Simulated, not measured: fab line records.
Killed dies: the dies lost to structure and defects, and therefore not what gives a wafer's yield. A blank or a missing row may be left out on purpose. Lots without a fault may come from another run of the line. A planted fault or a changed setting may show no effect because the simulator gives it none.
Which tool did it?    flow nand_harc    19 wafers from 7 lots sampled at 4 of the route's 1159 steps

## WHAT THE GAUGES READ, wafer by wafer
NHARC_THIN_TSV_THK_MEAS_02: measures by ir.
lot   measured      on             thk_nm (nm)
L715  day 18 21:22  film_metro-02  3134 3100 2935
L712  day 18 20:11  film_metro-01  3355 3254 3362
L713  day 19 20:33  film_metro-01  2754 2888 2868
L719  day 20 21:07  film_metro-02  3394 3571 2983
L720  day 21 01:35  film_metro-01  2900 2609 3043
L725  day 21 19:37  film_metro-01  1
L726  day 22 15:53  film_metro-01  0 0 0

## TOOL THAT RAN EACH LOT (tool first, then ch and the chambers of the sampled wafers, then the start)
lot   NHARC_A_BONDPAD_ETCH_34             NHARC_A_BONDPAD_CMP_19         NHARC_THIN_TSV_GRIND_00
L715  rie_diel-05 ch 0,2,3, day 18 03:44  cmp-02 ch 0,1,3, day 18 05:44  grinder-01 ch 0, day 18 20:05
L712  rie_diel-12 ch 0,1,3, day 18 06:25  cmp-03 ch 0,1,3, day 18 08:25  grinder-01 ch 0, day 18 18:41
L713  rie_diel-12 ch 1,2,3, day 19 06:10  cmp-03 ch 0,2,3, day 19 08:07  grinder-01 ch 0, day 19 19:04
L719  rie_diel-05 ch 0,2,3, day 20 02:51  cmp-02 ch 0,1,3, day 20 04:55  grinder-01 ch 0, day 20 19:49
L720  rie_diel-05 ch 0,1, day 20 09:43    cmp-02 ch 0,1,3, day 20 11:43  grinder-01 ch 0, day 21 00:04
L725  rie_diel-05 ch 0, day 21 06:25      cmp-01 ch 0, day 21 08:26      grinder-01 ch 0, day 21 18:31
L726  rie_diel-05 ch 1,2,3, day 22 01:07  cmp-01 ch 0,1,3, day 22 03:31  grinder-01 ch 0, day 22 14:24
- NHARC_A_BONDPAD_ETCH_34: etches the open film in N2/H2, target depth 60 nm, overetch 18 nm, time 65.91 s.
- NHARC_A_BONDPAD_CMP_19: polishes, t overpolish 30 s, cu recess touch 16 s, target thk 169.8 nm.
- NHARC_THIN_TSV_GRIND_00

## THE ANSWER, worked out from the rows above alone
Rule: usual is defined by the lots themselves. Put in order of their means at a reading, lots are off if they are a third of the lots or fewer, leave a main group of 4 or more, and stand apart from it by a gap of 3 or more times the standard deviation of the main group's means; of several such gaps the widest counts. A main group is skipped when, at the precision printed for the reading in the tables above, its means are all equal. Also off: a lot with no number at a reading for which 4 or more lots have one. All remaining lots with rows at the step are treated as sound.
Off at NHARC_THIN_TSV_THK_MEAS_02 (thk_nm): L725, L726. For the main group the mean is 3077 nm and the standard deviation 2.1e+02.
A tool fits if, at a process step before that reading, it ran every lot that is off, and no sound lot after the first of them. The gauges at NHARC_THIN_TSV_THK_MEAS_02 are tried like those tools. Can't be told from this: 4 tools fit, rie_diel-05 at NHARC_A_BONDPAD_ETCH_34, cmp-01 at NHARC_A_BONDPAD_CMP_19, grinder-01 at NHARC_THIN_TSV_GRIND_00, film_metro-01 at NHARC_THIN_TSV_THK_MEAS_02.

## WHAT WAS PUT IN BY THE SIMULATOR
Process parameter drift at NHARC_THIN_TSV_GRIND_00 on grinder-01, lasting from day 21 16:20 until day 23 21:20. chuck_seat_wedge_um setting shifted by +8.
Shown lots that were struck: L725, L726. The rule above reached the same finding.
